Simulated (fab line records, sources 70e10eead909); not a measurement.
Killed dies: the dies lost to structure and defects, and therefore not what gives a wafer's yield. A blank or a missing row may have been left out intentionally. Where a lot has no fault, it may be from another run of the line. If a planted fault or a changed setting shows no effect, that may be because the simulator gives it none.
Chamber matching	flow nand harc	3 sister chambers for NHARC_P_M1_PRE_CLEAN_32 on pecvd-02
The step time 12 s. 14 wafers are shown with their chamber, then 7 later ones without.

## WAFERS PAIRED WITH THEIR CHAMBERS
wafer	chamber	heater power w (W)	rf fwd power W (W)
L078.2	0	672	293.7
L078.3	1	680	292.6
L078.4	1	666	292.3
L081.2	0	653	292.6
L081.5	1	684	291.1
L081.6	2	736	293.1
L082.1	0	583	292.1
L082.2	2	694	291.7
L082.6	1	679	293.8
L083.1	2	781	293.5
L083.2	0	604	292.7
L083.6	0	593	292.9
L084.1	2	735	293.2
L084.3	1	610	290.7

SIGNATURES, as means of the wafers listed above
reading	chamber 0	chamber 1	chamber 2	scatter within a chamber
heater power w	621.00	663.80	736.50	35.3
rf fwd power W	292.800	292.100	292.875	0.926
Rule: distance of a wafer from a chamber = root of the sum over the readings of ((wafer's reading minus chamber's mean) / reading's scatter) squared. If the next closest chamber is less than 2 further off than the closest, the wafer can't be placed; otherwise it belongs to the closest. The scatter is the square root of a quotient: the sum, over the shown wafers, of each reading's squared deviation from its chamber's mean, divided by wafers minus chambers.

## WAFERS WHOSE CHAMBER IS MISSING
wafer	heater power w (W)	rf fwd power W (W)
L084.6	644	290.5
L089.2	651	292.1
L089.3	651	291.0
L089.4	656	291.5
L091.2	699	291.7
L091.4	738	291.6
L091.5	628	292.5

## WHICH CHAMBER EACH ONE RAN IN
wafer	from the rows above	in truth
L084.6	can't be placed: 1 or 0 or 2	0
L089.2	can't be placed: 1 or 0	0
L089.3	can't be placed: 1 or 0 or 2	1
L089.4	can't be placed: 1 or 0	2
L091.2	can't be placed: 1 or 2 or 0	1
L091.4	can't be placed: 2 or 1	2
L091.5	can't be placed: 0 or 1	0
0 of 7 placed correctly. From these rows, 7 cannot be placed; in 6 the true chamber is one of the candidates. Number placed wrongly: 0.
